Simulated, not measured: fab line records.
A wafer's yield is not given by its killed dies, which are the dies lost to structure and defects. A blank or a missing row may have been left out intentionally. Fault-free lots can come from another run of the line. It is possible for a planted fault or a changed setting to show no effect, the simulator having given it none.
Chamber matching / flow nand-harc / NHARC_A_STAIRCASE_CMP_472 on cmp-01 has 4 sister chambers
The step polishes SiO2. 4 wafers are shown with their chamber, then 8 later ones without.

## EACH WAFER AND ITS CHAMBER
wafer=L086.4; chamber=3; motor-current-A (A)=13.1
wafer=L086.5; chamber=2; motor-current-A (A)=11.0
wafer=L093.5; chamber=0; motor-current-A (A)=12.7
wafer=L092.1; chamber=1; motor-current-A (A)=12.0

## WAFERS WITHOUT THEIR CHAMBER
wafer=L092.4; motor-current-A (A)=10.2
wafer=L092.6; motor-current-A (A)=13.2
wafer=L095.1; motor-current-A (A)=11.9
wafer=L095.4; motor-current-A (A)=13.2
wafer=L095.5; motor-current-A (A)=13.5
wafer=L096.2; motor-current-A (A)=13.3
wafer=L096.3; motor-current-A (A)=13.8
wafer=L096.6; motor-current-A (A)=10.9

## CHAMBER TAKEN BY EACH
wafer=L092.4; from the rows above=2; in truth=2
wafer=L092.6; from the rows above=can't be placed: 3 or 0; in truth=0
wafer=L095.1; from the rows above=can't be placed: 1 or 0 or 2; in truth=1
wafer=L095.4; from the rows above=can't be placed: 3 or 0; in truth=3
wafer=L095.5; from the rows above=can't be placed: 3 or 0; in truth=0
wafer=L096.2; from the rows above=can't be placed: 3 or 0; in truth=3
wafer=L096.3; from the rows above=can't be placed: 3 or 0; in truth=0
wafer=L096.6; from the rows above=2; in truth=2
Correctly placed: 2 of 8. Unplaceable from these rows: 6, with the true chamber sitting among the candidates in 6. 0 placed wrongly.
How it was worked out, from the rows above alone: a wafer's distance from a chamber is the root of the sum, over the readings, of the square of ((its reading less the chamber's mean) divided by the reading's scatter). The wafer belongs to the nearest chamber; if the next one is less than 2 further off, it can't be placed. The mean given for a chamber averages the wafers shown for that chamber. The scatter: with one shown wafer a chamber, the root of the mean of the squares of how far each hidden wafer lies from its nearest shown one.
